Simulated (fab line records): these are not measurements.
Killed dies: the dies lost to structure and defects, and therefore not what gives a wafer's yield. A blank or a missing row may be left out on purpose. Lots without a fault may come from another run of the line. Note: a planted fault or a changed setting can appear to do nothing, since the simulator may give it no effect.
Struck lot and sound lot, side by side | flow nand harc | 13 steps out of a route of 1302
Sound: wafers L116.2, L116.3, L116.5. Struck: wafer L117.6. (L117.1, L117.4 of the same lot were not struck and are left out.) The cause comes at the end.
At each step with rows: each side's tool, then ch and its chambers, then its first start. Under that, the readings that differ: sound wafers | struck wafers | difference of the means | sigmas: that difference in standard deviations of wafers without a fault.
alike: readings whose means differ by less than 2 such deviations, and words and numbers that are the same on both sides. not compared: withheld readings, readings that some wafer has no value for, bounds like >300 that may hide the same value, and numbers for which the record gives no deviation and whose values overlap.
A row with sigmas, a row that says differs or no value, or rows on one side alone: a step with any of these is where the two part. Numbers that have no deviation but don't overlap get no sigmas and don't part them. A reading that every wafer of one side lacks parts them only if that side has two wafers or more.

NHARC_A_CHANNEL_FILL_D1_THK_MEAS_06: measures by ellipsometry.
  sound on film metro-02 at day 13 17:55; struck on film metro-01 at day 13 17:55
  alike: thk nm
NHARC_A_CHANNEL_FILL_D1_ALD_25: deposits SiOx, target thk 60 nm, pulse time 10 s, ald cycles 600.
  sound on ald hk-03 ch 0,1,2, day 13 18:13; struck on ald hk-02 ch 3, day 13 21:04
  alike: heater power w, precursor pulse height rel
NHARC_A_CHANNEL_FILL_D1_ETCHBACK_08: etches the open film in C4F8, target depth 220 nm, time 110 s.
  sound on rie diel-07 ch 0,3; struck on rie diel-03 ch 0
  alike: oes product au, rf vpp V, run length s
  not compared: rf hours counter h
NHARC_A_CHANNEL_FILL_D1_STRIP_29: strips in O2, time 20 s.
  sound on rie diel-07 ch 0,3; struck on rie diel-03 ch 1
  alike: drypump motor current A, mfc ar sccm, oes product au, rf vpp V, showerhead plenum p Torr, throttle valve pct
  not compared: rf hours counter h
then, 3 steps without rows for these wafers: NHARC_A_CHANNEL_FILL_D1_PRECLEAN_30 (cleans in dHF, time 30 s); NHARC_A_CHANNEL_FILL_D1_SRD_31; NHARC_A_CHANNEL_FILL_D1_CVD_09 (deposits poly-Si, target thk 150 nm, time 3000 s).
NHARC_A_CHANNEL_FILL_D1_CMP_10: polishes, target thk 150 nm.
  sound on cmp-02 ch 0,2,3, day 14 05:17; struck on cmp-03 ch 1, day 14 05:17
  alike: motor current A, time to endpoint s
after that, 1 step had no rows for these wafers: NHARC_A_CHANNEL_FILL_D1_SRD_12.
NHARC_A_CHANNEL_FILL_D1_INSPECT_13:
  sound on defect inspect-01 at day 14 05:40; struck on defect inspect-02 at day 14 05:40
  alike: raw defect count
NHARC_A_DECK1_JOINT_ETCHBACK_07: etches the open film in HBr, target depth 105 nm, time 26.9 s.
  sound on rie si-04 ch 0,2,3, day 14 05:43; struck on rie si-02 ch 2, day 14 05:44
  reading          | sound          | struck | difference | sigmas
  run length s (s) | 48.3 48.8 48.7 | 37.7   | -10.9      | -30
  alike: drypump motor current A, he backside leak sccm, oes product au, throttle valve pct
  not compared: rf hours counter h
then, 2 steps without rows for these wafers: NHARC_A_DECK1_JOINT_ETCH_25 (etches SiO2 in dHF, target depth 0.5 nm); NHARC_END_SORT_01.

## WHERE THEY PART
Only at NHARC_A_DECK1_JOINT_ETCHBACK_07, as far as this record shows.

WHY: what had been put in by the simulator
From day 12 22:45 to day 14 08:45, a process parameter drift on rie si-02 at NHARC_A_DECK1_JOINT_ETCHBACK_07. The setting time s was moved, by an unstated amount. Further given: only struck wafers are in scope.
